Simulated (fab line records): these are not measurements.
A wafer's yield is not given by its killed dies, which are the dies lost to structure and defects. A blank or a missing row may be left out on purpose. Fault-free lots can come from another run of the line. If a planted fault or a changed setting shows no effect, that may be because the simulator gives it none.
fab line records	flow n5Finfet
record: lots: 10	wafers: 28	lastDay: 17
route steps=1938 shown PMOS_HMC_CHANNEL_EPI@73 FIN_SAQP@99 BEOL_M4@1111
lots that met no fault: from a run of the same line without faults
startH: hours from the record's opening day to when the first of the lot's shown wafers began	waitH: hours elapsed since this lot's preceding step	" as in the row above	L1.1+2: a row that stands for several wafers	- either no value or no given start	* or withheld: withheld	< > ~ a bound
route shown NAME@n: a module of which the file shows steps, and the number in the route of the first	usual: average and standard deviation across the fault-free wafers	same: alike in all rows	chamber/n: place in a boat	sites: the reading at each site	_std_site: their standard deviation	_edge_site: outer sites' mean less inner sites'	radiusMm: how far each site lies from the wafer's centre	mask NAME#n: copy n	behind: tool/chamber where the wafer was last shaped	hold: why the lot was held/for how many hours/how that ended	device: the transistor (n, p or np) that didn't switch	end of line: tests of these same wafers at the route's end	a step with no rows: only its recipe	killed: the dies lost at the first sort to structure and to defects; this is not the yield of the wafer	map: a wafer's dies, x killed, . not, _ none there
set.NAME: setting as actually run; set.NAME@STEP: the setting as run at that earlier step	model.NAME: the simulator's own value behind a step, which no gauge read
steps of the route over a sample of lots; a table a step, a row a wafer
services: the hour from which a tool's chamber was out of use, counted from the record's first day as startH (under 0 if before that day), plus the number of hours and why
== steps ==
step: N5_PMOS_HMC_CHANNEL_EPI_ETCH_38
recipe: chemistry: CF4	target: SiO2	targetDepthA: 15	ionEnergyEv: 350	pressureMtorr: 10	icpW: 800	biasW: 400	cf4FlowSccm: 80
usual: cf4FlowSccm: 79.99/0.26	chamberPressureMTorr: 10.001/0.0085	drypumpMotorCurrentA: 5.6/0.5	heBacksideLeakSccm: 2.8/0.33	oesProductAu: 0.998/0.021	throttleValvePct: 21.7/0.34
lot.wafer	tool	chamber	startH	waitH	cf4FlowSccm	chamberPressureMTorr	drypumpMotorCurrentA	heBacksideLeakSccm	oesProductAu	rfHoursCounterH	throttleValvePct
L681.1	rieSi-04	3	17.80	0.0	79.32	9.994	5.7	2.6	0.963	165	21.6
L681.3	"	2	"	"	79.86	9.998	6.2	3.4	1.016	120	22.1
L681.5	"	3	"	"	79.37	10.005	5.6	2.5	0.961	-	21.6
L684.2	rieSi-02	1	36.44	0.0	80.19	10.007	5.4	2.8	0.984	37	21.4
L684.4	"	0	"	"	79.95	9.998	5.3	3.2	0.990	-	21.7
L684.6	"	2	"	"	80.17	9.983	5.4	3.9	0.982	-	21.7
L687.2	rieSi-06	0	53.95	0.0	80.17	10.001	5.5	2.6	1.005	130	21.2
L687.3	"	2	"	"	80.04	10.001	4.8	2.9	1.028	0	21.7
L687.6	"	3	"	"	80.26	10.006	4.8	2.5	0.999	-	22.2
L688.1	rieSi-04	1	59.76	0.0	80.20	9.992	6.0	2.6	1.000	58	21.5
L688.4	"	0	"	"	80.06	10.011	6.4	2.5	0.986	45	21.7
L688.5	"	2	"	"	79.82	10.013	6.2	3.3	1.031	-	22.1
L690.1	rieSi-02	2	72.50	0.0	79.91	10.008	5.3	3.0	0.979	134	21.7
L690.3	"	3	"	"	79.69	9.999	5.6	3.0	0.985	163	21.9
L690.4	"	3	"	"	79.60	10.006	5.6	2.9	0.996	-	21.9
L699.2	rieSi-04	3	126.81	0.0	79.81	10.002	5.6	2.5	0.969	167	21.6
L699.4	"	2	"	"	80.19	10.015	6.2	3.3	1.026	122	22.1
L699.5	"	2	"	"	80.45	10.008	6.2	3.4	1.028	-	22.1
L701.2	rieSi-06	2	138.03	0.0	80.38	9.994	4.8	2.9	1.015	2	21.6
L701.3	"	1	"	"	80.09	10.006	5.4	2.8	1.015	117	22.2
L702.2	rieSi-04	1	143.86	0.0	79.75	9.996	6.0	2.6	1.000	59	21.5
L702.4	"	2	"	"	80.19	10.013	6.2	3.4	1.033	122	22.1
L702.5	"	2	"	"	80.26	9.986	6.2	3.3	1.033	-	22.1
L703.1	rieSi-04	2	151.08	0.0	80.64	10.013	6.2	3.5	1.038	123	22.1
L703.4	"	0	"	"	79.95	10.003	6.4	2.5	0.996	47	21.7
L703.6	"	2	"	"	80.30	10.004	6.2	3.6	1.038	-	22.2
L704.4	rieSi-06	0	156.30	0.0	79.67	10.001	5.4	2.4	0.994	132	21.2
L704.6	"	1	"	"	79.93	9.994	5.4	2.7	1.001	-	22.3
step: N5_FIN_SAQP_PECVD_48
recipe: material: SiNx	targetThkA: 250	tempC: 400	precursor: SiH4/NH3/N2	pressureTorr: 1.5	rfW: 300	timeS: 22.1
usual: heaterPowerW: 777/110	showerheadPlenumPTorr: 5.14/0.085	susceptorTempC: 399.98/0.22	throttleValvePct: 39.5/1.9
lot.wafer	tool	chamber	startH	waitH	heaterPowerW	showerheadPlenumPTorr	susceptorTempC	throttleValvePct
L681.1	pecvd-01	0	20.99	0.0	807	5.15	399.86	39.3
L681.3	"	2	"	"	741	5.22	400.03	37.0
L681.5	"	0	"	"	837	5.15	400.50	39.6
L684.2	pecvd-04	1	39.48	0.0	681	4.98	399.77	41.6
L684.4	"	0	"	"	1025	5.08	399.75	39.5
L684.6	"	2	"	"	770	5.09	399.53	42.1
L687.2	pecvd-04	2	57.07	0.0	811	5.11	399.99	42.0
L687.3	"	0	"	"	1040	5.10	399.91	39.6
L687.6	"	1	"	"	692	4.97	400.10	41.4
L688.1	pecvd-01	2	63.04	0.0	744	5.22	399.91	37.2
L688.4	"	1	"	"	686	5.11	399.99	38.8
L688.5	"	0	"	"	810	5.17	399.83	39.3
L690.1	pecvd-02	1	75.68	0.0	772	5.13	399.74	42.3
L690.3	"	2	"	"	718	5.25	400.10	37.9
L690.4	"	2	"	"	738	5.25	399.90	38.0
L699.2	pecvd-02	1	130.59	0.0	812	5.11	399.75	42.3
L699.4	"	2	"	"	686	5.25	399.56	38.4
L699.5	"	1	"	"	786	5.12	400.01	42.2
L701.2	pecvd-04	0	141.05	0.0	945	5.07	400.26	39.2
L701.3	"	1	"	"	657	4.97	400.05	41.4
L702.2	pecvd-01	2	147.31	0.0	743	5.24	400.23	38.0
L702.4	"	2	"	"	743	5.23	400.00	37.5
L702.5	"	2	"	"	741	5.24	399.93	37.5
L703.1	pecvd-01	2	154.31	0.0	730	5.23	399.62	37.8
L703.4	"	1	"	"	669	5.11	400.40	38.7
L703.6	"	2	"	"	698	5.22	399.51	37.8
L704.4	pecvd-01	2	159.50	0.0	727	5.21	400.39	37.8
L704.6	"	1	"	"	663	5.12	399.88	38.6
step: N5_FIN_SAQP_PECVD_06
recipe: material: a-Si	targetThkA: 600	tempC: 400	precursor: SiH4/He	pressureTorr: 3	rfW: 100	timeS: 48.1
usual: heaterPowerW: 847/120	showerheadPlenumPTorr: 5.67/0.063	susceptorTempC: 399.96/0.23	throttleValvePct: 18.0/0.85
lot.wafer	tool	chamber	startH	waitH	heaterPowerW	showerheadPlenumPTorr	susceptorTempC	throttleValvePct
L681.1	pecvd-01	0	21.02	0.0	884	5.68	400.05	18.0
L681.3	"	2	"	"	804	5.74	399.89	16.7
L681.5	"	0	"	"	876	5.67	399.65	18.0
L684.2	pecvd-04	1	39.52	0.0	806	5.55	399.79	18.7
L684.4	"	0	"	"	984	5.64	399.88	17.7
L684.6	"	2	"	"	817	5.64	399.87	19.1
L687.2	pecvd-04	2	57.11	0.0	853	5.63	400.14	19.2
L687.3	"	0	"	"	1116	5.62	399.76	17.7
L687.6	"	1	"	"	785	5.55	400.14	19.0
L688.1	pecvd-01	2	63.08	0.0	735	5.72	400.02	17.0
L688.4	"	1	"	"	740	5.65	399.87	17.4
L688.5	"	0	"	"	867	5.68	400.02	18.1
L690.1	pecvd-02	1	75.72	0.0	821	5.66	400.50	19.0
L690.3	"	2	"	"	767	5.75	400.01	17.1
L690.4	"	2	"	"	787	5.74	399.90	17.6
L699.2	pecvd-02	1	130.62	0.0	780	5.68	399.87	19.3
L699.4	"	2	"	"	769	5.75	400.01	17.2
L699.5	"	1	"	"	805	5.66	400.18	19.4
L701.2	pecvd-04	0	141.09	0.0	1138	5.62	399.75	17.8
L701.3	"	1	"	"	794	5.54	399.66	18.9
L702.2	pecvd-01	2	147.37	0.0	797	5.72	399.94	17.4
L702.4	"	2	"	"	789	5.72	400.08	17.2
L702.5	"	2	"	"	801	5.73	399.99	17.2
L703.1	pecvd-01	2	154.35	0.0	795	5.74	400.47	17.2
L703.4	"	1	"	"	742	5.66	399.74	17.7
L703.6	"	2	"	"	812	5.73	400.01	17.2
L704.4	pecvd-01	2	159.55	0.0	710	5.73	399.69	17.4
L704.6	"	1	"	"	812	5.65	400.08	17.6
step: N5_FIN_SAQP_COAT_50
recipe: resist: SiARC	tempC: 220	timeS: 60	spinRpm: 1500	resistThkNm: 35
usual: spinSpeedRpm: 1500.0/0.87
lot.wafer	tool	chamber	startH	waitH	spinSpeedRpm
L681.1	lithoTrack-02	0	21.25	-	1499.7
L681.3	"	0	"	"	1500.6
L681.5	"	0	"	"	1500.4
L684.2	lithoTrack-01	0	39.72	-	1500.8
L684.4	"	0	"	"	1501.5
L684.6	"	0	"	"	1500.1
L687.2	lithoTrack-01	0	57.32	-	1454.2
L687.3	"	0	"	"	1454.0
L687.6	"	0	"	"	1454.5
L688.1	lithoTrack-01	0	63.29	-	1452.4
L688.4	"	0	"	"	1454.8
L688.5	"	0	"	"	1455.1
L690.1	lithoTrack-01	0	75.92	-	1453.3
L690.3	"	0	"	"	1454.3
L690.4	"	0	"	"	1454.1
L699.2	lithoTrack-03	0	130.83	-	1499.7
L699.4	"	0	"	"	1500.8
L699.5	"	0	"	"	1500.0
L701.2	lithoTrack-02	0	141.32	-	1499.3
L701.3	"	0	"	"	1499.6
L702.2	lithoTrack-01	0	147.61	-	1499.7
L702.4	"	0	"	"	1500.2
L702.5	"	0	"	"	1499.7
L703.1	lithoTrack-01	0	154.56	-	1499.6
L703.4	"	0	"	"	1498.9
L703.6	"	0	"	"	1500.4
L704.4	lithoTrack-02	0	159.73	-	1499.6
L704.6	"	0	"	"	1499.1
step: N5_BEOL_M4_RC_MEAS_101
usual: DIBL_N: 36.9/2.1	DIBL_P: 37.1/2.5	IOFF_N: 0.17/0.039	IOFF_P: 0.23/0.043	ION_N: 673/15	ION_P: 462/9.1	SS_N: 71.8/0.69	SS_P: 73.6/0.74	VT_N: 250/3.6	VT_P: -249.7/2.9
lot.wafer	tool	chamber	startH	waitH	DIBL_N[mV/V]	DIBL_P[mV/V]	IOFF_N[nA/um]	IOFF_P[nA/um]	ION_N[uA/um]	ION_P[uA/um]	SS_N[mV/dec]	SS_P[mV/dec]	VT_N[mV]	VT_P[mV]
L684.2	prober-01	0	180.79	0.2	33.5	33.0	0.12	0.17	677	465	70.8	72.1	254	-252.8
L684.4	"	0	"	"	35.6	35.0	0.15	0.19	665	453	71.1	72.9	249	-252.3
L684.6	"	0	"	"	35.8	35.6	0.14	0.19	667	452	70.7	73.2	251	-250.6
L681.1	prober-01	0	185.58	0.0	37.9	37.0	0.18	0.19	674	447	71.8	73.2	248	-249.9
L681.3	"	0	"	"	39.5	40.3	0.22	0.23	687	456	71.9	74.3	247	-250.1
L681.5	"	0	"	"	37.5	36.5	0.16	0.17	664	444	72.2	73.8	253	-252.8
L687.2	prober-01	0	198.34	0.2	35.2	34.9	0.13	0.19	657	453	71.6	72.6	254	-252.9
L687.3	"	0	"	"	38.6	38.4	0.20	0.26	673	462	71.9	73.9	250	-246.8
L687.6	"	0	"	"	39.4	39.8	0.21	0.27	680	467	71.9	73.5	245	-245.6
L688.1	prober-02	0	205.37	0.0	36.1	34.1	0.13	0.19	668	461	70.6	72.6	256	-251.9
L688.4	"	0	"	"	36.6	36.1	0.14	0.22	676	470	71.1	72.7	251	-249.4
L688.5	"	0	"	"	36.8	36.1	0.15	0.23	654	456	71.0	73.3	252	-248.9
L690.1	prober-01	0	224.72	0.0	43.2	41.7	0.28	0.34	689	465	73.0	75.6	243	-247.7
L690.3	"	0	"	"	38.0	35.4	0.17	0.21	659	447	71.8	73.8	251	-252.2
L690.4	"	0	"	"	35.8	34.8	0.14	0.21	682	467	70.4	73.4	250	-249.3
L699.2	prober-01	0	279.56	0.2	34.4	34.4	0.12	0.16	665	450	71.6	73.0	254	-251.9
L699.4	"	0	"	"	37.2	37.1	0.17	0.19	671	457	71.5	73.6	249	-252.1
L699.5	"	0	"	"	38.1	38.7	0.19	0.22	687	462	71.6	73.9	246	-250.4
L701.2	prober-02	0	284.01	0.2	35.4	36.7	0.15	0.21	682	469	71.2	73.3	250	-251.0
L701.3	"	0	"	"	37.2	37.4	0.17	0.22	679	463	71.5	74.3	250	-249.4
L702.2	prober-01	0	299.57	0.2	35.2	35.2	0.16	0.24	658	459	71.6	73.2	249	-246.8
L702.4	"	0	"	"	33.2	32.6	0.13	0.19	666	464	71.5	72.3	252	-248.8
L702.5	"	0	"	"	35.0	34.3	0.17	0.21	649	453	72.1	72.9	250	-248.8
L703.1	prober-02	0	302.10	0.0	37.3	35.9	0.17	0.21	681	462	72.1	73.4	248	-250.6
L703.4	"	0	"	"	33.3	32.1	0.11	0.15	664	455	70.4	72.4	254	-254.1
L703.6	"	0	"	"	37.4	37.0	0.19	0.23	700	474	71.9	73.5	245	-250.7
L704.4	prober-01	0	302.64	0.5	34.0	35.0	0.15	0.20	686	473	71.6	73.2	247	-249.2
L704.6	"	0	"	"	39.7	42.6	0.27	0.35	712	485	73.2	75.6	242	-245.4
== services ==
tool	chamber	startH	hours	kind
pecvd-01	0	-5.72	2.1	scheduledDown
rieSi-04	0	4.48	13.7	repair
pecvd-04	1	13.83	17.6	repair
rieSi-04	1	19.82	12.1	repair
pecvd-02	2	21.12	-	clean
pecvd-02	2	21.12	-	consumableReplace:showerhead
pecvd-02	2	21.12	29.0	scheduledDown
pecvd-02	2	21.12	29.0	ventCycle
rieSi-06	2	23.02	-	clean
rieSi-06	2	23.02	-	consumableReplace:focusRing
rieSi-06	2	23.02	24.4	scheduledDown
rieSi-06	2	23.02	24.4	ventCycle
rieSi-02	3	35.58	0.9	repair
pecvd-02	1	52.18	3.5	repair
lithoTrack-02	-	59.58	-	consumableReplace:filter
rieSi-04	3	64.17	4.2	repair
rieSi-02	0	66.27	-	clean
rieSi-02	-	83.82	28.1	pm
pecvd-04	-	87.24	0.4	repair
pecvd-01	1	99.56	51.8	repair
rieSi-06	1	103.48	8.0	repair
rieSi-02	3	124.63	12.3	repair
rieSi-02	-	145.78	2.8	pm
rieSi-06	1	146.47	8.6	repair
== key ==
firstSign: step: N5_FIN_SAQP_COAT_50	reading: spinSpeedRpm	direction: down	sigmas: 53	usual: *	struck: *
effect none on later readings
metAt N5_FIN_SAQP_COAT_50
struckLots L687,L688,L690
notActingAt N5_PMOS_HMC_CHANNEL_EPI_ETCH_38,N5_FIN_SAQP_PECVD_48,N5_FIN_SAQP_PECVD_06
onsetBetween 39.72 57.32
fault: kind: processParameterDrift	tool: lithoTrack-01	chamber: -	onsetH: 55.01	steps: N5_FIN_SAQP_COAT_50	channel: spinRpm	offset: *	shape: step	endH: 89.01	actsIn: *	stated: *
